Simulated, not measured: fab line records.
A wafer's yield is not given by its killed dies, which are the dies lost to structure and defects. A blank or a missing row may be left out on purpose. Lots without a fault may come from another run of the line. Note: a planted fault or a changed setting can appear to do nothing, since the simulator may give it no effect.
Chamber matching + flow n5_finfet + N5_HKMG_FIN_STRIP_92 on rie_diel-01: 4 sister chambers
The step strips SOC in N2/H2, time 20 s. 4 wafers are shown with their chamber, then 7 later ones without.

## WAFERS, EACH WITH ITS CHAMBER
| wafer  | chamber | showerhead_plenum_p_Torr (Torr) |
|--------|---------|---------------------------------|
| L086.2 | 0       | 3.35                            |
| L086.4 | 2       | 3.23                            |
| L087.2 | 3       | 3.54                            |
| L087.4 | 1       | 3.47                            |

## WAFERS WITH NO CHAMBER GIVEN
| wafer  | showerhead_plenum_p_Torr (Torr) |
|--------|---------------------------------|
| L087.6 | 3.54                            |
| L096.1 | 3.54                            |
| L096.2 | 3.45                            |
| L096.3 | 3.34                            |
| L097.1 | 3.45                            |
| L097.4 | 3.54                            |
| L097.5 | 3.54                            |

## THE CHAMBER EACH PASSED THROUGH
| wafer  | from the rows above | in truth |
|--------|---------------------|----------|
| L087.6 | 3                   | 3        |
| L096.1 | 3                   | 3        |
| L096.2 | 1                   | 1        |
| L096.3 | 0                   | 0        |
| L097.1 | 1                   | 1        |
| L097.4 | 3                   | 3        |
| L097.5 | 3                   | 3        |
Correctly placed: 7 of 7. Not placeable from these rows: 0. Wrongly placed: 0.
How it was worked out, from the rows above alone: a wafer's distance from a chamber is the root of the sum, over the readings, of the square of ((its reading less the chamber's mean) divided by the reading's scatter). The wafer belongs to the nearest chamber; if the next one is less than 2 further off, it can't be placed. The mean given for a chamber averages the wafers shown for that chamber. The scatter (one wafer shown for each chamber): square how far every hidden wafer sits from the nearest shown wafer, average those squares and take the square root.
